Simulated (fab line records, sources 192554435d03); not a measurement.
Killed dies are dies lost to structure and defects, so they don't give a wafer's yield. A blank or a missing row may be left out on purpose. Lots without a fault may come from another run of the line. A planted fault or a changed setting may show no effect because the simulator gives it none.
Split-lot experiment | flow n5_finfet | 7 lots, 39 wafers read, on a route of 1938 steps

THE SPLIT
At N5_PMOS_HMC_CHANNEL_EPI_DEVELOP_08 (develop time 30 s), the setting develop_time_s was moved away from the recipe's 30 s on 12 of the 39 wafers read, by -48.6% to +57.1%. The other wafers ran this setting at the recipe's value.

The file shows no step between the split and the reading.

THE READING
cd_nm, in nm, at N5_PMOS_HMC_CHANNEL_EPI_CD_MEAS_09 (target cd 237.4 nm). Fault-free wafers of this fab line usually give 237.4 nm, standard deviation 0.98 nm.

wafer  | tool, chamber at the split | develop_time_s as run, s | against the recipe | cd_nm, nm | against lot-mates on the recipe
L074.1 | litho_track-05, 0          | 15.43                    | -48.6%             | 233.4     | -3.8
L074.2 | litho_track-05, 0          | 30                       | recipe             | 237.3     | -
L074.3 | litho_track-05, 0          | 30                       | recipe             | 238.1     | -
L074.4 | litho_track-05, 0          | 30                       | recipe             | 236.3     | -
L074.5 | litho_track-05, 0          | 15.43                    | -48.6%             | 233.0     | -4.2
L074.6 | litho_track-05, 0          | 15.43                    | -48.6%             | 233.5     | -3.7
L076.1 | litho_track-05, 0          | 30                       | recipe             | 237.3     | -
L076.2 | litho_track-05, 0          | 30                       | recipe             | 236.8     | -
L076.3 | litho_track-05, 0          | 47.13                    | +57.1%             | 239.5     | +2.7
L076.4 | litho_track-05, 0          | 47.13                    | +57.1%             | 240.2     | +3.4
L076.5 | litho_track-05, 0          | 30                       | recipe             | 236.4     | -
L076.6 | litho_track-05, 0          | 47.13                    | +57.1%             | 238.9     | +2.1
L077.1 | litho_track-02, 0          | 30                       | recipe             | 236.5     | -
L077.2 | litho_track-02, 0          | 30                       | recipe             | 236.2     | -
L077.3 | litho_track-02, 0          | 30                       | recipe             | 236.8     | -
L077.4 | litho_track-02, 0          | 30                       | recipe             | 235.9     | -
L077.5 | litho_track-02, 0          | 30                       | recipe             | 236.6     | -
L077.6 | litho_track-02, 0          | 30                       | recipe             | 236.5     | -
L078.1 | litho_track-02, 0          | 30                       | recipe             | 239.0     | -
L078.2 | litho_track-02, 0          | 30                       | recipe             | 239.7     | -
L078.5 | litho_track-02, 0          | 30                       | recipe             | 238.4     | -
L091.1 | litho_track-03, 0          | 30                       | recipe             | 237.1     | -
L091.2 | litho_track-03, 0          | 44.4                     | +48.0%             | 238.7     | +2.6
L091.3 | litho_track-03, 0          | 30                       | recipe             | 235.2     | -
L091.4 | litho_track-03, 0          | 30                       | recipe             | 236.1     | -
L091.5 | litho_track-03, 0          | 44.4                     | +48.0%             | 239.0     | +2.9
L091.6 | litho_track-03, 0          | 44.4                     | +48.0%             | 237.9     | +1.8
L093.1 | litho_track-02, 0          | 30                       | recipe             | 237.2     | -
L093.2 | litho_track-02, 0          | 41.81                    | +39.4%             | 239.1     | +1.7
L093.3 | litho_track-02, 0          | 30                       | recipe             | 237.6     | -
L093.4 | litho_track-02, 0          | 30                       | recipe             | 237.3     | -
L093.5 | litho_track-02, 0          | 41.81                    | +39.4%             | 238.8     | +1.4
L093.6 | litho_track-02, 0          | 41.81                    | +39.4%             | 238.4     | +1.0
L095.1 | litho_track-02, 0          | 30                       | recipe             | 238.2     | -
L095.2 | litho_track-02, 0          | 30                       | recipe             | 237.1     | -
L095.3 | litho_track-02, 0          | 30                       | recipe             | 236.9     | -
L095.4 | litho_track-02, 0          | 30                       | recipe             | 237.1     | -
L095.5 | litho_track-02, 0          | 30                       | recipe             | 236.3     | -
L095.6 | litho_track-02, 0          | 30                       | recipe             | 237.2     | -

THE FIT
A straight line over all 39 wafers: cd_nm changes by +0.0509 nm for each +1% of develop_time_s; r = +0.82; the points scatter about the line by 0.95 nm.
The same after taking each lot's own level away (the mean of its wafers on the recipe; 39 wafers): +0.0567 nm for each +1%; r = +0.92; scatter 0.63 nm.
On that fit, the largest move of develop_time_s shifts the reading by 3.2 nm.
The lots' own levels span 236.13 to 239.03 nm, that is 3.0 times the standard deviation above.
So the lot-to-lot level changes the slope: the two fits differ.
Check: with one of the wafers moved furthest among these (+57.1%) left out of the fit, the line predicts +3.06 nm for it against its lot-mates. It came out at +2.67 nm against them.

THE WHOLE CHAIN: every reading that the file lists as answering this split, in the file's order
step                               | what it does             | reading                                                                     | change (the file's fit)                | r (the file's)
N5_PMOS_HMC_CHANNEL_EPI_CD_MEAS_09 | target cd 237.4 nm       | cd_nm                                                                       | +0.0549 nm for each +1% of the setting | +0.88
N5_PMOS_HMC_CHANNEL_EPI_DESCUM_14  | chemistry O2, time 7.9 s | PMOS_HMC_CHANNEL_EPI.cd_nm (the simulator's own value, which no gauge read) | +0.0528 nm for each +1% of the setting | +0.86

THE FILE'S OWN FIT
cd_nm changes by +0.0549 nm for each +1% of develop_time_s, r = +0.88.
